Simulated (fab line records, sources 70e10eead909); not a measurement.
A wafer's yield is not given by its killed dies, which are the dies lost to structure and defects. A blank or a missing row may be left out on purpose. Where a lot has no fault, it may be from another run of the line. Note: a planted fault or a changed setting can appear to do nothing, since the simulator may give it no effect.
Which tool is to blame? ; flow nand_harc ; Sampling: 12 lots, 36 wafers, 7 of 1159 route steps

WHAT THE GAUGES READ, wafer by wafer
NHARC_A_ONON_D1_THK_MEAS_18: measures by ellipsometry. Usual: thk_nm reads 996 nm (standard deviation 10).
lot;measured;on;thk_nm (nm);flag
L160;day 8 14:07;film_metro-02;988 986 986;
L158;day 9 01:29;film_metro-01;999 998 999;
L161;day 9 01:31;film_metro-02;980 978 979;
L162;day 9 09:54;film_metro-01;984 985 984;
L164;day 10 00:49;film_metro-02;971 971 973;
L165;day 10 08:28;film_metro-02;1006 1005 1006;
L166;day 10 08:28;film_metro-01;1007 1007 1009;
L168;day 11 07:40;film_metro-02;1003 1006 1005;
L171;day 11 23:14;film_metro-01;1002 1002 1003;
L172;day 11 23:14;film_metro-02;1001 1001 1001;
L176;day 12 15:58;film_metro-01;1014 1014 1014;
L174;day 12 15:59;film_metro-01;997 998 996;

NHARC_A_CHANNEL_HOLE_D1_INSPECT_12. Usual: raw_defect_count reads 6.0 (standard deviation 2.6).
lot;measured;on;raw_defect_count;flag
L160;day 8 22:35;defect_inspect-01;7 9 3;
L158;day 9 07:06;defect_inspect-01;4 13 6;
L161;day 9 07:19;defect_inspect-02;7 8 7;
L162;day 9 15:34;defect_inspect-02;2 3 6;
L164;day 10 06:25;defect_inspect-02;4 4 2;
L165;day 10 14:09;defect_inspect-01;7 8 6;
L166;day 10 15:18;defect_inspect-02;9 6 4;
L168;day 11 13:26;defect_inspect-01;5 3 10;
L171;day 12 04:59;defect_inspect-01;7 5 8;
L172;day 12 05:22;defect_inspect-01;433 446 441;OFF
L176;day 12 21:45;defect_inspect-02;409 439 446;OFF
L174;day 12 22:29;defect_inspect-01;416 445 461;OFF

NHARC_A_CHANNEL_HOLE_D1_INSPECT_40. Usual: raw_defect_count reads 61 (standard deviation 17).
lot;measured;on;raw_defect_count;flag
L160;day 9 08:16;defect_inspect-01;42 67 55;
L158;day 9 14:08;defect_inspect-02;73 96 68;
L161;day 9 14:29;defect_inspect-01;54 43 43;
L162;day 9 22:31;defect_inspect-02;62 64 66;
L164;day 10 13:21;defect_inspect-01;58 53 55;
L165;day 10 21:07;defect_inspect-02;63 69 62;
L166;day 10 22:19;defect_inspect-01;59 32 41;
L168;day 11 20:35;defect_inspect-02;44 47 64;
L171;day 12 12:13;defect_inspect-01;70 68 112;
L172;day 12 12:19;defect_inspect-02;472 495 479;OFF
L176;day 13 04:50;defect_inspect-02;455 489 514;OFF
L174;day 13 05:41;defect_inspect-01;456 487 508;OFF

NHARC_END_SORT_01. Usual: killed_at_array 29, standard deviation 11; killed_at_other 0.6, standard deviation 0.75; killed_at_periphery 3.1, standard deviation 2.1; killed_dies 32, standard deviation 11; killed_open 3.0, standard deviation 1.8; killed_short 1.8, standard deviation 1.3.
lot;measured;on;killed_at_array;killed_at_other;killed_at_periphery;killed_dies;killed_open;killed_short;flag
L160;day 19 19:56;prober-01;25 40 32;1 1 0;1 1 1;27 42 33;1 3 2;0 1 1;
L165;day 21 09:47;prober-01;45 31 37;0 1 0;3 1 0;48 33 37;2 2 2;2 2 1;
L166;day 21 18:34;prober-02;19 22 21;1 0 0;4 4 5;24 26 26;0 1 6;1 2 2;
L168;day 22 12:25;prober-02;16 13 12;0 0 0;3 1 3;19 14 15;5 0 4;2 1 2;
L172;day 22 18:40;prober-02;105 115 115;2 1 0;2 4 2;109 120 117;2 3 3;4 3 1;OFF
L176;day 24 15:02;prober-02;132 119 86;0 2 0;7 7 9;139 128 95;4 4 3;2 2 3;OFF
L174;day 23 21:23;prober-01;62 98 94;0 1 0;0 5 4;62 104 98;4 10 5;2 0 1;OFF

WHAT TOOL EACH LOT RAN ON (gives the tool, then ch and the chambers of the sampled wafers, and finally the start)
lot;NHARC_A_CHANNEL_HOLE_D1_DEP_01;NHARC_A_CHANNEL_HOLE_D1_ETCH_34;NHARC_A_CHANNEL_HOLE_D1_ETCH_24
L160;pecvd-01 ch 0,1,2, day 8 21:44;rie_diel-05 ch 2,3, day 9 04:39 or earlier;har_etch-01 ch 1, day 9 04:39
L158;pecvd-01 ch 0,1, day 9 06:25;rie_diel-05 ch 0,2,3, day 9 10:32 or earlier;har_etch-01 ch 0, day 9 10:32
L161;pecvd-03 ch 0,1,2, day 9 06:29;rie_diel-03 ch 0,2,3, day 9 11:10 or earlier;har_etch-02 ch 0,1, day 9 11:10
L162;pecvd-01 ch 1,2, day 9 14:45;rie_diel-05 ch 1,3, day 9 19:03 or earlier;har_etch-01 ch 0,1, day 9 19:03
L164;pecvd-04 ch 1,2, day 10 05:46;rie_diel-05 ch 1,2,3, day 10 09:47 or earlier;har_etch-02 ch 0,1, day 10 09:47
L165;pecvd-01 ch 0,1,2, day 10 13:17;rie_diel-05 ch 0,2,3, day 10 17:40 or earlier;har_etch-01 ch 0,1, day 10 17:40
L166;pecvd-04 ch 0,1,2, day 10 14:35;rie_diel-03 ch 0,2,3, day 10 18:46 or earlier;har_etch-02 ch 0,1, day 10 18:46
L168;pecvd-03 ch 0,2, day 11 12:35;rie_diel-05 ch 0,1,2, day 11 17:16 or earlier;har_etch-02 ch 0,1, day 11 17:16
L171;pecvd-04 ch 1,2, day 12 04:03;rie_diel-07 ch 2,3, day 12 08:46 or earlier;har_etch-01 ch 0,1, day 12 08:46
L172;pecvd-03 ch 0,1, day 12 04:32;rie_diel-03 ch 0,1,3, day 12 08:44 or earlier;har_etch-02 ch 0,1, day 12 08:44
L176;pecvd-03 ch 0,1,2, day 12 20:55;rie_diel-03 ch 0,2,3, day 13 01:07 or earlier;har_etch-01 ch 0,1, day 13 01:07
L174;pecvd-03 ch 0,1,2, day 12 21:48;rie_diel-05 ch 0,2,3, day 13 02:21 or earlier;har_etch-02 ch 0,1, day 13 02:21
- NHARC_A_CHANNEL_HOLE_D1_DEP_01: deposits SiON, target thk 140 nm.
- NHARC_A_CHANNEL_HOLE_D1_ETCH_34: etches the open film in CF4/CHF3, target depth 154 nm, time 77 s.
- NHARC_A_CHANNEL_HOLE_D1_ETCH_24: etches the open film in C4F8/O2/Ar, time 906.2 s, target depth 1500 nm.

AS READ BY THE TOOLS THEMSELVES (means over the sampled wafers that have a number; for cases with no such wafer, the mark the record gives instead)
NHARC_A_CHANNEL_HOLE_D1_DEP_01. Usual: heater_power_w reads 809 W (standard deviation 100).
lot;tool;heater_power_w (W);flag
L160;pecvd-01;730;
L158;pecvd-01;712;
L161;pecvd-03;834;
L162;pecvd-01;830;
L164;pecvd-04;857;
L165;pecvd-01;726;
L166;pecvd-04;853;
L168;pecvd-03;859;
L171;pecvd-04;822;
L172;pecvd-03;829;
L176;pecvd-03;792;
L174;pecvd-03;800;

NHARC_A_CHANNEL_HOLE_D1_ETCH_34. Usual: drypump_motor_current_A 5.8 A, standard deviation 0.62; oes_product_au 0.956 a.u., standard deviation 0.022; rf_vpp_V 370.5 V, standard deviation 2.2; showerhead_plenum_p_Torr 1.57 Torr, standard deviation 0.057; throttle_valve_pct 16.803 %, standard deviation 0.009.
lot;tool;drypump_motor_current_A (A);oes_product_au (a.u.);rf_vpp_V (V);showerhead_plenum_p_Torr (Torr);throttle_valve_pct (%);flag
L160;rie_diel-05;6.3;0.975;369.6;1.57;16.801;
L158;rie_diel-05;6.0;0.925;368.8;1.55;16.809;
L161;rie_diel-03;6.1;0.950;369.4;1.57;16.803;
L162;rie_diel-05;6.3;0.972;371.5;1.60;16.795;
L164;rie_diel-05;6.3;0.924;372.0;1.58;16.804;
L165;rie_diel-05;6.0;0.957;369.7;1.55;16.799;
L166;rie_diel-03;6.1;0.965;370.8;1.57;16.806;
L168;rie_diel-05;6.2;0.928;370.3;1.57;16.802;
L171;rie_diel-07;5.3;0.955;369.5;1.54;16.804;
L172;rie_diel-03;5.5;0.960;372.0;1.61;16.807;
L176;rie_diel-03;6.1;0.932;369.7;1.57;16.802;
L174;rie_diel-05;6.0;0.963;369.5;1.55;16.800;

NHARC_A_CHANNEL_HOLE_D1_ETCH_24. Usual: drypump_motor_current_A 5.89 A, standard deviation 0.24; showerhead_plenum_p_Torr 3.65 Torr, standard deviation 0.059; throttle_valve_pct 32.236 %, standard deviation 0.0089.
lot;tool;drypump_motor_current_A (A);showerhead_plenum_p_Torr (Torr);throttle_valve_pct (%);flag
L160;har_etch-01;5.96;3.72;32.231;
L158;har_etch-01;5.70;3.70;32.235;
L161;har_etch-02;5.86;3.62;32.238;
L162;har_etch-01;5.84;3.71;32.229;
L164;har_etch-02;6.10;3.59;32.240;
L165;har_etch-01;5.88;3.71;32.238;
L166;har_etch-02;6.09;3.59;32.241;
L168;har_etch-02;6.08;3.58;32.242;
L171;har_etch-01;5.85;3.70;32.234;
L172;har_etch-02;6.08;3.58;32.238;
L176;har_etch-01;5.77;3.68;32.240;
L174;har_etch-02;6.06;3.57;32.239;

THE ANSWER, worked out from the rows above alone
Rule: a lot is off if the mean of its wafers that have a number lies more than 3 standard deviations from the usual mean. A lot without any number at a reading at which 4 lots or more have one is off too. The other lots that the step has rows for count as sound. After the gauges, taken in route order, come the tools' own readings; for these a lot's mean is taken, as printed above. The first step at which some lot is off is used, and at that step the reading that is off furthest; a lot without a number counts as furthest.
Off: L172, L176, L174 (NHARC_A_CHANNEL_HOLE_D1_INSPECT_12, raw_defect_count).
If a tool, at a process step before that reading, ran all the lots that are off and no sound lot after the first of them, it fits. The gauges at NHARC_A_CHANNEL_HOLE_D1_INSPECT_12 aren't tried: what is off there is off at NHARC_END_SORT_01 too, on other tools, and a gauge's error can't cause that. One fits: pecvd-03 at NHARC_A_CHANNEL_HOLE_D1_DEP_01. Its last sound lot is L168 (day 11 12:35), its first lot that is off L172 (day 12 04:32): a fault that began between those two fits.

WHAT WAS PUT IN BY THE SIMULATOR
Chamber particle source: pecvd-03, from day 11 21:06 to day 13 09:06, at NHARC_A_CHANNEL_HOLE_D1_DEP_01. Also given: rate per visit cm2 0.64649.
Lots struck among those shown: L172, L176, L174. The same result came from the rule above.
